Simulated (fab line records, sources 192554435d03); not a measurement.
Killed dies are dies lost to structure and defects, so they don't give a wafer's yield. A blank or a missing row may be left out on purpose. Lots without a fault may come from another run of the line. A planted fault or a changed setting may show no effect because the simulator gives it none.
Which tool did it? | flow n5_finfet | 23 lots, 69 wafers sampled, at 3 steps of a route of 1938

WHAT THE GAUGES READ, wafer by wafer
N5_BEOL_M9_INSPECT_30: inspects for defects (brightfield). Usual: raw_defect_count 404, standard deviation 81.
lot  | measured     | on                | raw_defect_count | flag
L074 | day 9 16:46  | defect_inspect-02 | 425 471 506      |
L075 | day 9 22:18  | defect_inspect-02 | 383 401 367      |
L076 | day 10 06:23 | defect_inspect-02 | 282 385 455      |
L077 | day 10 06:47 | defect_inspect-02 | 453 378 452      |
L078 | day 10 18:17 | defect_inspect-01 | 264 351 271      |
L079 | day 10 18:29 | defect_inspect-02 | 511 722 373      |
L080 | day 11 04:28 | defect_inspect-02 | 517 463 405      |
L082 | day 11 09:29 | defect_inspect-01 | 481 507 304      |
L081 | day 11 09:13 | defect_inspect-01 | 250 360 409      |
L083 | day 11 18:26 | defect_inspect-01 | 311 386 398      |
L085 | day 11 23:59 | defect_inspect-02 | 417 428 374      |
L084 | day 12 03:22 | defect_inspect-01 | 445 452 577      |
L086 | day 13 02:32 | defect_inspect-01 | 348 262 287      |
L087 | day 13 06:04 | defect_inspect-01 | 282 299 429      |
L089 | day 13 10:21 | defect_inspect-02 | 347 371 290      |
L088 | day 13 17:56 | defect_inspect-01 | 539 441 359      |
L091 | day 13 21:43 | defect_inspect-01 | 349 287 420      |
L090 | day 14 17:01 | defect_inspect-02 | 517 423 491      |
L092 | day 15 02:50 | defect_inspect-01 | 371 415 343      |
L093 | day 15 23:28 | defect_inspect-02 | 456 626 451      |
L094 | day 16 02:48 | defect_inspect-01 | 402 477 331      |
L097 | day 17 03:46 | defect_inspect-01 | 482 413 388      |
L095 | day 17 16:07 | defect_inspect-01 | 442 555 369      |

WHICH TOOL RAN EACH LOT (tool, then ch and the chambers of the sampled wafers, then the start)
lot  | N5_BEOL_M8_TRENCH_ETCH_37                     | N5_BEOL_M9_ILD_DEP_00
L074 | rie_diel-05 ch 0,2,3, day 9 11:53 or earlier  | pecvd-02 ch 0,1, day 9 11:53
L075 | rie_diel-05 ch 0,3, day 9 19:01 or earlier    | pecvd-03 ch 0,2, day 9 19:01
L076 | rie_diel-03 ch 0,1,3, day 10 00:32 or earlier | pecvd-01 ch 0,1,2, day 10 00:32
L077 | rie_diel-03 ch 0,3, day 10 00:38 or earlier   | pecvd-01 ch 0,2, day 10 00:38
L078 | rie_diel-05 ch 2,3, day 10 12:24 or earlier   | pecvd-01 ch 0,1,2, day 10 12:24
L079 | rie_diel-05 ch 1,2,3, day 10 15:41 or earlier | pecvd-02 ch 0,2, day 10 15:41
L080 | rie_diel-01 ch 1,2,3, day 11 00:26 or earlier | pecvd-02 ch 0,2, day 11 00:26
L082 | rie_diel-05 ch 0,2, day 11 04:23 or earlier   | pecvd-03 ch 0,2, day 11 04:23
L081 | rie_diel-03 ch 0,2,3, day 11 05:26 or earlier | pecvd-03 ch 0,1,2, day 11 05:26
L083 | rie_diel-01 ch 0,2,3, day 11 12:37 or earlier | pecvd-01 ch 0,1, day 11 12:37
L085 | rie_diel-03 ch 1,2,3, day 11 20:00 or earlier | pecvd-02 ch 0,1,2, day 11 20:00
L084 | rie_diel-03 ch 0,3, day 11 20:34 or earlier   | pecvd-02 ch 0,1,2, day 11 20:34
L086 | rie_diel-05 ch 0,1,3, day 12 22:06 or earlier | pecvd-03 ch 0,2, day 12 22:06
L087 | rie_diel-03 ch 0,3, day 13 02:38 or earlier   | pecvd-01 ch 0,1,2, day 13 02:38
L089 | rie_diel-03 ch 0,2,3, day 13 08:10 or earlier | pecvd-02 ch 0,2, day 13 08:10
L088 | rie_diel-03 ch 0,2, day 13 12:07 or earlier   | pecvd-03 ch 0,2, day 13 12:07
L091 | rie_diel-05 ch 0,1,2, day 13 16:10 or earlier | pecvd-02 ch 0,1,2, day 13 16:10
L090 | rie_diel-05 ch 0,1, day 14 08:54 or earlier   | pecvd-01 ch 0,1,2, day 14 08:54
L092 | rie_diel-05 ch 1,2,3, day 15 00:23 or earlier | pecvd-03 ch 0,2, day 15 00:23
L093 | rie_diel-03 ch 1,2,3, day 15 16:18 or earlier | pecvd-01 ch 0,1, day 15 16:18
L094 | rie_diel-03 ch 0,2,3, day 15 21:40 or earlier | pecvd-03 ch 1,2, day 15 21:40
L097 | rie_diel-01 ch 2,3, day 17 00:23 or earlier   | pecvd-01 ch 0,1,2, day 17 00:23
L095 | rie_diel-05 ch 0,1,3, day 17 10:20 or earlier | pecvd-03 ch 0,1,2, day 17 10:20
- N5_BEOL_M8_TRENCH_ETCH_37: etches SiCOH lowk in C4F6/O2, target depth 93.478 nm, time 31.2 s.
- N5_BEOL_M9_ILD_DEP_00: deposits SiCOH lowk from DEMS/porogen, target thk 308.51 nm, time 58 s.

WHAT THE TOOLS THEMSELVES READ (means of the sampled wafers that have a number; where no wafer has one, the mark that the record gives instead)
N5_BEOL_M8_TRENCH_ETCH_37. Usual: drypump_motor_current_A 5.8 A, standard deviation 0.42; oes_product_au 0.80 a.u., standard deviation 0.11; rf_vpp_V 663 V, standard deviation 13; showerhead_plenum_p_Torr 2.85 Torr, standard deviation 0.11; throttle_valve_pct 20.90 %, standard deviation 0.28.
lot  | tool        | drypump_motor_current_A (A) | oes_product_au (a.u.) | rf_vpp_V (V) | showerhead_plenum_p_Torr (Torr) | throttle_valve_pct (%) | flag
L074 | rie_diel-05 | 6.1                         | 0.71                  | 655          | 2.78                            | 20.93                  |
L075 | rie_diel-05 | 6.1                         | 0.70                  | 642          | 2.70                            | 20.84                  |
L076 | rie_diel-03 | 5.8                         | 0.79                  | 667          | 2.81                            | 20.88                  |
L077 | rie_diel-03 | 5.5                         | 0.70                  | 669          | 2.78                            | 21.16                  |
L078 | rie_diel-05 | 6.1                         | 0.71                  | 654          | 2.77                            | 20.94                  |
L079 | rie_diel-05 | 5.9                         | 0.70                  | 657          | 2.81                            | 21.01                  |
L080 | rie_diel-01 | 5.8                         | 0.88                  | 674          | 2.93                            | 20.91                  |
L082 | rie_diel-05 | 6.1                         | 0.79                  | 672          | 2.97                            | 20.95                  |
L081 | rie_diel-03 | 5.5                         | 0.77                  | 667          | 2.81                            | 21.10                  |
L083 | rie_diel-01 | 5.4                         | 0.82                  | 671          | 2.95                            | 20.95                  |
L085 | rie_diel-03 | 5.5                         | 0.86                  | 662          | 2.77                            | 20.83                  |
L084 | rie_diel-03 | 5.5                         | 0.68                  | 669          | 2.77                            | 21.19                  |
L086 | rie_diel-05 | 5.9                         | 0.84                  | 649          | 2.83                            | 20.69                  |
L087 | rie_diel-03 | 5.8                         | 0.67                  | 670          | 2.84                            | 21.20                  |
L089 | rie_diel-03 | 5.5                         | 0.75                  | 667          | 2.81                            | 21.14                  |
L088 | rie_diel-03 | 5.9                         | 0.74                  | 669          | 2.88                            | 21.13                  |
L091 | rie_diel-05 | 5.9                         | 0.83                  | 662          | 2.91                            | 20.81                  |
L090 | rie_diel-05 | 5.7                         | 0.89                  | 652          | 2.86                            | 20.67                  |
L092 | rie_diel-05 | 5.9                         | 0.86                  | 660          | 2.90                            | 20.82                  |
L093 | rie_diel-03 | 5.5                         | 0.91                  | 665          | 2.86                            | 20.73                  |
L094 | rie_diel-03 | 5.5                         | 0.94                  | 670          | 2.91                            | 20.88                  |
L097 | rie_diel-01 | 5.6                         | 0.80                  | 664          | 2.96                            | 21.15                  |
L095 | rie_diel-05 | 5.9                         | 0.88                  | 651          | 2.93                            | 20.62                  |

N5_BEOL_M9_ILD_DEP_00. Usual: heater_power_outer_w 157 W, standard deviation 29; heater_power_w 320 W, standard deviation 52; showerhead_plenum_p_Torr 5.747 Torr, standard deviation 0.018; susceptor_temp_C 299.99 C, standard deviation 0.18; throttle_valve_pct 13.6 %, standard deviation 0.99.
lot  | tool     | heater_power_outer_w (W) | heater_power_w (W) | showerhead_plenum_p_Torr (Torr) | susceptor_temp_C (C) | throttle_valve_pct (%) | flag
L074 | pecvd-02 | 170                      | 366                | 5.730                           | 299.97               | 14.1                   |
L075 | pecvd-03 | 135                      | 266                | 5.756                           | 299.94               | 13.1                   |
L076 | pecvd-01 | 157                      | 323                | 5.734                           | 299.96               | 13.4                   |
L077 | pecvd-01 | 167                      | 334                | 5.741                           | 300.21               | 13.4                   |
L078 | pecvd-01 | 153                      | 322                | 5.752                           | 300.06               | 13.5                   |
L079 | pecvd-02 | 168                      | 316                | 5.742                           | 300.20               | 12.7                   |
L080 | pecvd-02 | 168                      | 315                | 5.734                           | 300.10               | 12.7                   |
L082 | pecvd-03 | 130                      | 262                | 5.750                           | 299.99               | 13.0                   |
L081 | pecvd-03 | 139                      | 283                | 5.760                           | 299.97               | 13.9                   |
L083 | pecvd-01 | 150                      | 327                | 5.742                           | 299.79               | 13.8                   |
L085 | pecvd-02 | 175                      | 340                | 5.747                           | 299.95               | 13.4                   |
L084 | pecvd-02 | 165                      | 332                | 5.731                           | 300.05               | 13.4                   |
L086 | pecvd-03 | 147                      | 302                | 5.753                           | 300.02               | 14.1                   |
L087 | pecvd-01 | 160                      | 328                | 5.741                           | 299.88               | 13.4                   |
L089 | pecvd-02 | 168                      | 312                | 5.730                           | 300.03               | 12.7                   |
L088 | pecvd-03 | 126                      | 257                | 5.744                           | 300.00               | 13.3                   |
L091 | pecvd-02 | 168                      | 342                | 5.747                           | 300.01               | 13.4                   |
L090 | pecvd-01 | 171                      | 344                | 5.747                           | 299.97               | 13.4                   |
L092 | pecvd-03 | 124                      | 258                | 5.744                           | 299.99               | 13.1                   |
L093 | pecvd-01 | 119                      | 281                | 5.741                           | 299.90               | 13.5                   |
L094 | pecvd-03 | 131                      | 280                | 5.755                           | 299.94               | 14.0                   |
L097 | pecvd-01 | 150                      | 311                | 5.746                           | 299.79               | 13.5                   |
L095 | pecvd-03 | 150                      | 305                | 5.767                           | 300.03               | 14.2                   |

THE ANSWER, worked out from the rows above alone
Rule: a lot is off if the mean of its wafers that have a number lies more than 3 standard deviations from the usual mean. A lot without any number at a reading at which 4 lots or more have one is off too. The other lots that the step has rows for count as sound. The gauges are gone through in route order, then the tools' own readings, and for those a lot's mean is taken as printed above. The first step at which some lot is off is used, and at that step the reading that is off furthest; a lot without a number counts as furthest.
No lot is off at any reading shown: from this, nothing can be told.

WHAT THE SIMULATOR HAD PUT IN
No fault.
